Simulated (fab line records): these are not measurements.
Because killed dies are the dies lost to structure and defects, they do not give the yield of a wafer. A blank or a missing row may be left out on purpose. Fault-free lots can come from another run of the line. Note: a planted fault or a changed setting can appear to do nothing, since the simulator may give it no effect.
Matching of chambers ; flow n5Finfet ; N5_BEOL_M2_ETCH_74 on rieDiel-01: 4 sister chambers
The step etches underlayer in N2/H2, target depth 6.5 nm, time 5.2 s. 8 wafers are shown with their chamber, then 8 later ones without.

== EACH WAFER AND ITS CHAMBER ==
wafer;chamber;showerheadPlenumPTorr (Torr);drypumpMotorCurrentA (A)
L084.1;0;2.61;5.3
L084.3;1;2.49;4.9
L087.5;2;2.53;5.5
L087.6;3;2.60;5.8
L088.1;3;2.60;5.8
L088.2;0;2.61;5.4
L088.3;2;2.52;5.5
L088.4;1;2.49;4.9

== WAFERS WITH NO CHAMBER GIVEN ==
wafer;showerheadPlenumPTorr (Torr);drypumpMotorCurrentA (A)
L088.5;2.52;5.5
L088.6;2.60;5.8
L090.1;2.61;5.4
L090.3;2.59;5.8
L090.5;2.59;5.8
L092.1;2.48;4.9
L092.2;2.52;5.5
L092.3;2.59;5.8

== EACH ONE'S CHAMBER ==
wafer;from the rows above;in truth
L088.5;2;2
L088.6;3;3
L090.1;0;0
L090.3;3;3
L090.5;3;3
L092.1;1;1
L092.2;2;2
L092.3;3;3
8 of 8 placed correctly. Left unplaced by these rows: 0. Placed wrongly: 0.
How it was worked out, from the rows above alone: a wafer's distance from a chamber is the root of the sum, over the readings, of the square of ((its reading less the chamber's mean) divided by the reading's scatter). The wafer belongs to the nearest chamber; if the next one is less than 2 further off, it can't be placed. For every chamber, the mean is computed from those of its wafers that are shown. The scatter is the square root of a quotient: the sum, over the shown wafers, of each reading's squared deviation from its chamber's mean, divided by wafers minus chambers.
